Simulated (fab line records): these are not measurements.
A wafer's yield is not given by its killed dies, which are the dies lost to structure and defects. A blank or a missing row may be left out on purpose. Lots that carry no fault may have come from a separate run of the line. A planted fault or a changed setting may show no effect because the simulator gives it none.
Which of the tools did it?	flow nandHarc	7 lots with 19 wafers sampled at 4 steps, on a route of 1302 steps

WHAT THE GAUGES READ, wafer by wafer
NHARC_END_SORT_01.
lot	measured	on	killedShort
L188	day 28 22:13	prober-02	3 1 4
L193	day 29 21:09	prober-02	4
L202	day 33 03:28	prober-01	3 1 4
L204	day 33 18:46	prober-02	2 3 2

WHICH TOOL RAN EACH LOT (tool, then ch and the chambers of the sampled wafers, then the start)
lot	NHARC_A_CHANNEL_FILL_D1_STRIP_28	NHARC_A_CHANNEL_FILL_D1_CMP_10	NHARC_A_DECK1_JOINT_ETCHBACK_00
L182	rieDiel-09 ch 2,3, day 10 10:20	cmp-04 ch 1,2,3, day 11 09:24	rieSi-01 ch 0,1,2, day 11 20:24
L185	rieDiel-09 ch 1,2,3, day 11 01:23	cmp-03 ch 1,2,3, day 12 04:32	rieSi-06 ch 0,1,2, day 12 15:40
L188	rieDiel-09 ch 0,2,3, day 13 03:55	cmp-03 ch 0,3, day 14 06:52	rieSi-01 ch 0,2, day 14 18:30
L191	rieDiel-01 ch 1,2,3, day 14 05:33	cmp-03 ch 2,3, day 15 05:05	rieSi-06 ch 1,2,3, day 15 16:11
L193	rieDiel-01 ch 0, day 14 19:19	cmp-04 ch 1, day 15 18:36	rieSi-06 ch 0, day 16 05:44
L202	rieDiel-05 ch 1,2,3, day 18 20:52	cmp-02 ch 0,3, day 20 01:27	rieSi-01 ch 0,3, day 20 12:31
L204	rieDiel-05 ch 1,3, day 19 12:24	cmp-03 ch 0,1,3, day 20 16:20	rieSi-06 ch 0,1,2, day 21 01:38
- NHARC_A_CHANNEL_FILL_D1_STRIP_28: strips in O2, time 20 s.
- NHARC_A_CHANNEL_FILL_D1_CMP_10: polishes, target thk 150 nm.
- NHARC_A_DECK1_JOINT_ETCHBACK_00: etches the open film in HBr, target depth 30 nm, time 17.4 s.

THE ANSWER, worked out from the rows above alone
Rule: what is usual is taken from the lots themselves. Put in order of their means at a reading, lots are off if they are a third of the lots or fewer, leave a main group of 4 or more, and stand apart from it by a gap of 3 or more times the standard deviation of the main group's means; of several such gaps the widest counts. A main group whose means are all the same, to the digits that the tables above print for the reading, isn't used. Also off: a lot with no number at a reading for which 4 or more lots have one. All remaining lots with rows at the step are treated as sound.
None of the lots is off at any reading shown; this tells nothing.

WHAT THE SIMULATOR HAD PUT IN
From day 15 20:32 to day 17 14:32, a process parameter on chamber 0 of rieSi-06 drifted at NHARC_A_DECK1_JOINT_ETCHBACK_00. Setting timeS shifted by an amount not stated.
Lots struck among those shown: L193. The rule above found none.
